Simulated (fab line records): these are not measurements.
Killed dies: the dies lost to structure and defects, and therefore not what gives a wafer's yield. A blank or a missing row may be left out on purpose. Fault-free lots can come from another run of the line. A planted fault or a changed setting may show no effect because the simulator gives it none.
Split-lot experiment ; flow n5Finfet ; 21 wafers read from 7 lots, route of 1938 steps

== THE SPLIT ITSELF ==
At N5_GATE_CUT_COAT_27 (time 60 s, resist thk 10 nm), the setting spinRpm was moved away from the recipe's 1500 rpm on 3 of the 21 wafers read, by +5.9% to +8.0%. For the rest of the wafers, this setting stayed at what the recipe calls for.

== FROM THE SPLIT TO THE READING: what the file shows between them, 5 steps ==
- N5_GATE_CUT_EXPOSE_10: exposes mask GATE CUT, target cd 20 nm (also split here: doseMj)
- N5_GATE_CUT_PEB_11: peb time 60 s
- N5_GATE_CUT_DEVELOP_12: develop time 30 s
- N5_GATE_CUT_CD_MEAS_13: target cd 20 nm
- N5_GATE_CUT_DESCUM_18: chemistry O2, time 7 s

== THE READING ==
etch.depthNm (the simulator's own value, which no gauge read), in nm, at N5_GATE_CUT_ETCH_28 (etches underlayer in N2/H2, target depth 13 nm, time 10.4 s). The file does not state a usual value for it. Average 9.984 nm, standard deviation 0.035 nm, over the 18 wafers here run with the recipe.

wafer;tool, chamber at the split;spinRpm as run, rpm;against the recipe;etch.depthNm, nm;against lot-mates on the recipe
L075.1;lithoTrack-01, 0;1500;recipe;9.973;-
L075.2;lithoTrack-01, 0;1500;recipe;10.01;-
L075.5;lithoTrack-01, 0;1500;recipe;10.02;-
L081.1;lithoTrack-01, 0;1500;recipe;10.03;-
L081.2;lithoTrack-01, 0;1500;recipe;10.02;-
L081.5;lithoTrack-01, 0;1500;recipe;10.02;-
L084.1;lithoTrack-02, 0;1500;recipe;9.927;-
L084.3;lithoTrack-02, 0;1500;recipe;9.918;-
L084.6;lithoTrack-02, 0;1500;recipe;9.928;-
L089.3;lithoTrack-01, 0;1500;recipe;9.965;-
L089.5;lithoTrack-01, 0;1500;recipe;9.993;-
L089.6;lithoTrack-01, 0;1500;recipe;9.976;-
L092.3;lithoTrack-02, 0;1500;recipe;9.974;-
L092.4;lithoTrack-02, 0;1500;recipe;9.961;-
L092.5;lithoTrack-02, 0;1500;recipe;9.971;-
L094.1;lithoTrack-02, 0;1588;+5.9%;9.746;-0.274
L094.3;lithoTrack-02, 0;1500;recipe;10.03;-
L094.6;lithoTrack-02, 0;1500;recipe;10.01;-
L096.1;lithoTrack-01, 0;1500;recipe;9.986;-
L096.3;lithoTrack-01, 0;1620;+8.0%;9.628;-0.358
L096.6;lithoTrack-01, 0;1620;+8.0%;9.609;-0.377

FIT RESULTS
A straight line over all 21 wafers: etch.depthNm changes by -0.0446 nm for each +1% of spinRpm; r = -0.96; the points scatter about the line by 0.034 nm.
The same after taking each lot's own level away (the mean of its wafers on the recipe; 21 wafers): -0.0461 nm for each +1%; r = -1.00; scatter 0.011 nm.
Per that fit: largest spinRpm move, reading shift of 0.37 nm.
The span of the lots' own levels, 9.9243 to 10.0233 nm, comes to 2.9 times the standard deviation stated above.
So the lot-to-lot level changes the slope little: the two slopes agree.
Check: for one of the wafers moved furthest among these (+8.0%), held out of the fit, the line's prediction against its lot-mates is -0.376 nm. Against them it came out at -0.358 nm.

== OTHER SPLITS ON THESE WAFERS ==
Before the reading, these wafers also passed through other splits. Each is held against what the fit with the lots' levels taken away leaves over:
other split on the same wafers;wafers away from the commonest value;r with etch.depthNm (lot level and that fit taken away)
N5_FIN_SAQP_PEB_14 pebTimeS;8;-0.07
N5_FIN_SAQP_DEVELOP_15 developTimeS;5;+0.20
N5_FIN_SAQP_FIN_ETCH_36 icpW;7;+0.18
N5_FIN_CUT_COAT_02 spinRpm;10;+0.08
N5_DUMMY_GATE_COAT_28 spinRpm;6;-0.27
N5_SD_EPI_N_COAT_32 spinRpm;5;-0.06
N5_SD_EPI_N_EXPOSE_06 doseMj;4;-0.22
N5_SDB_COAT_05 spinRpm;6;-0.03
N5_GATE_CUT_EXPOSE_10 doseMj;8;+0.04

== THE WHOLE CHAIN: every reading that the file lists as answering this split, in the file's order ==
step;what it does;reading;change (the file's fit);r (the file's)
N5_GATE_CUT_COAT_27;time 60 s, resist thk 10 nm;underlayer_of_GATE_CUT_COAT_27.thkNm (the simulator's own value, which no gauge read);-0.0444 nm for each +1% of the setting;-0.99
N5_GATE_CUT_ETCH_28;etches underlayer in N2/H2, target depth 13 nm, time 10.4 s;etch.depthNm (the simulator's own value, which no gauge read);-0.0463 nm for each +1% of the setting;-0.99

== FILE'S OWN FIT ==
etch.depthNm changes by -0.0463 nm for each +1% of spinRpm, r = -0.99.
